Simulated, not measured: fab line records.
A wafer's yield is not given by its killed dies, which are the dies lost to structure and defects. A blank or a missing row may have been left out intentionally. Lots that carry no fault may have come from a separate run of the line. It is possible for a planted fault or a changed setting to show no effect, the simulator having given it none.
Chamber matching || flow nand-harc || NHARC_P_CONTACT_CMP_01 on cmp-01 has 4 sister chambers
The step polishes SiO2, target thk 200 nm. 4 wafers are shown with their chamber, then 11 later ones without.

## WAFERS WITH THEIR CHAMBER
{"wafer": "L086.1", "chamber": 1, "motor-current-A (A)": 12.7}
{"wafer": "L088.1", "chamber": 3, "motor-current-A (A)": 11.7}
{"wafer": "L088.3", "chamber": 0, "motor-current-A (A)": 10.3}
{"wafer": "L091.2", "chamber": 2, "motor-current-A (A)": 12.1}

## WAFERS MISSING THEIR CHAMBER
{"wafer": "L091.4", "motor-current-A (A)": 12.3}
{"wafer": "L091.6", "motor-current-A (A)": 12.4}
{"wafer": "L092.2", "motor-current-A (A)": 12.4}
{"wafer": "L092.4", "motor-current-A (A)": 12.2}
{"wafer": "L092.6", "motor-current-A (A)": 12.9}
{"wafer": "L093.1", "motor-current-A (A)": 11.9}
{"wafer": "L093.2", "motor-current-A (A)": 11.8}
{"wafer": "L093.6", "motor-current-A (A)": 10.8}
{"wafer": "L096.1", "motor-current-A (A)": 11.5}
{"wafer": "L096.4", "motor-current-A (A)": 12.0}
{"wafer": "L096.5", "motor-current-A (A)": 10.4}

## EACH ONE'S CHAMBER
{"wafer": "L091.4", "from the rows above": "can't be placed: 2 or 1 or 3", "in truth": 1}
{"wafer": "L091.6", "from the rows above": "can't be placed: 1 or 2 or 3", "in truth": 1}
{"wafer": "L092.2", "from the rows above": "can't be placed: 1 or 2 or 3", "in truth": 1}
{"wafer": "L092.4", "from the rows above": "can't be placed: 2 or 1 or 3", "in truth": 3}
{"wafer": "L092.6", "from the rows above": 1, "in truth": 1}
{"wafer": "L093.1", "from the rows above": "can't be placed: 2 or 3", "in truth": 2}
{"wafer": "L093.2", "from the rows above": "can't be placed: 3 or 2", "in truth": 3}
{"wafer": "L093.6", "from the rows above": "can't be placed: 0 or 3", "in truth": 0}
{"wafer": "L096.1", "from the rows above": "can't be placed: 3 or 2", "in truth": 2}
{"wafer": "L096.4", "from the rows above": "can't be placed: 2 or 3", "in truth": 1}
{"wafer": "L096.5", "from the rows above": 0, "in truth": 0}
Correct placement for 2 of the 11. Not placeable from these rows: 9 (in 8, the candidates include the true chamber). Wrongly placed: 0.
How it was worked out, from the rows above alone: a wafer's distance from a chamber is the root of the sum, over the readings, of the square of ((its reading less the chamber's mean) divided by the reading's scatter). If the next closest chamber is less than 2 further off than the closest, the wafer can't be placed; otherwise it belongs to the closest. A chamber's mean is the mean of its shown wafers. The scatter: with one shown wafer a chamber, the root of the mean of the squares of how far each hidden wafer lies from its nearest shown one.
